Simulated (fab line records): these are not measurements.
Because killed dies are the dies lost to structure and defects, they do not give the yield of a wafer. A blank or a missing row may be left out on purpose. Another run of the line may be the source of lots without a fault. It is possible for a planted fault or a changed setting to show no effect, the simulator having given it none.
Chamber matching :: flow n5_finfet :: N5_GATE_CUT_SAC_CAP_01 on ald_sin-03 has 4 sister chambers
The step material SiNx, target thk 24 nm, pulse time 1 s, ald cycles 480. 4 wafers are shown with their chamber, then 10 later ones without.

WAFERS PAIRED WITH THEIR CHAMBERS
wafer: L089.2
chamber: 1
heater_power_w (W): 879

wafer: L089.3
chamber: 2
heater_power_w (W): 823

wafer: L089.6
chamber: 0
heater_power_w (W): 742

wafer: L090.5
chamber: 3
heater_power_w (W): 768

WAFERS MISSING THEIR CHAMBER
wafer: L090.6
heater_power_w (W): 745

wafer: L094.1
heater_power_w (W): 882

wafer: L094.2
heater_power_w (W): 769

wafer: L094.3
heater_power_w (W): 741

wafer: L094.4
heater_power_w (W): 738

wafer: L094.5
heater_power_w (W): 786

wafer: L094.6
heater_power_w (W): 876

wafer: L096.1
heater_power_w (W): 776

wafer: L096.2
heater_power_w (W): 723

wafer: L096.3
heater_power_w (W): 852

CHAMBER TAKEN BY EACH
wafer: L090.6
from the rows above: can't be placed: 0 or 3
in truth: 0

wafer: L094.1
from the rows above: 1
in truth: 1

wafer: L094.2
from the rows above: 3
in truth: 3

wafer: L094.3
from the rows above: 0
in truth: 0

wafer: L094.4
from the rows above: 0
in truth: 0

wafer: L094.5
from the rows above: can't be placed: 3 or 2
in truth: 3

wafer: L094.6
from the rows above: 1
in truth: 1

wafer: L096.1
from the rows above: 3
in truth: 3

wafer: L096.2
from the rows above: 0
in truth: 0

wafer: L096.3
from the rows above: can't be placed: 1 or 2
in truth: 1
7 of 10 placed correctly. These rows do not allow placing 3 (true chamber among the candidates in 3). Number placed wrongly: 0.
How it was worked out, from the rows above alone: a wafer's distance from a chamber is the root of the sum, over the readings, of the square of ((its reading less the chamber's mean) divided by the reading's scatter). The wafer belongs to the nearest chamber; if the next one is less than 2 further off, it can't be placed. For every chamber, the mean is computed from those of its wafers that are shown. The scatter: root of mean squared gap, hidden wafer to nearest shown wafer, with one shown wafer a chamber.
